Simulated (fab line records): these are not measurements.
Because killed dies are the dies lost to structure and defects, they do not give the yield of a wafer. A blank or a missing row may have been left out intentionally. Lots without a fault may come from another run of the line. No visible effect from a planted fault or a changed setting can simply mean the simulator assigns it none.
Matching of chambers -- flow nand-harc -- rie-diel-08 running NHARC_A_STAIRCASE_STRIP_476: 4 sister chambers
The step strips in O2, time 20 s. 4 wafers are shown with their chamber, then 10 later ones without.

## EACH WAFER AND ITS CHAMBER
wafer,chamber,showerhead-plenum-p-Torr (Torr)
L077.5,3,3.46
L080.6,2,3.48
L083.3,0,3.49
L087.5,1,3.35

## WAFERS WITH NO CHAMBER GIVEN
wafer,showerhead-plenum-p-Torr (Torr)
L087.6,3.48
L088.3,3.45
L088.4,3.35
L088.6,3.45
L096.1,3.47
L096.3,3.34
L096.5,3.44
L095.2,3.44
L095.4,3.47
L095.6,3.47

## EACH ONE'S CHAMBER
wafer,from the rows above,in truth
L087.6,can't be placed: 2 or 0 or 3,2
L088.3,can't be placed: 3 or 2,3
L088.4,1,1
L088.6,can't be placed: 3 or 2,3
L096.1,can't be placed: 2 or 3 or 0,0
L096.3,1,1
L096.5,can't be placed: 3 or 2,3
L095.2,can't be placed: 3 or 2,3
L095.4,can't be placed: 2 or 3 or 0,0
L095.6,can't be placed: 2 or 3 or 0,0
Correct placement for 2 of the 10. From these rows, 8 cannot be placed; in 8 the true chamber is one of the candidates. Number placed wrongly: 0.
How it was worked out, from the rows above alone: a wafer's distance from a chamber is the root of the sum, over the readings, of the square of ((its reading less the chamber's mean) divided by the reading's scatter). The wafer belongs to the nearest chamber; if the next one is less than 2 further off, it can't be placed. For every chamber, the mean is computed from those of its wafers that are shown. The scatter: root of mean squared gap, hidden wafer to nearest shown wafer, with one shown wafer a chamber.
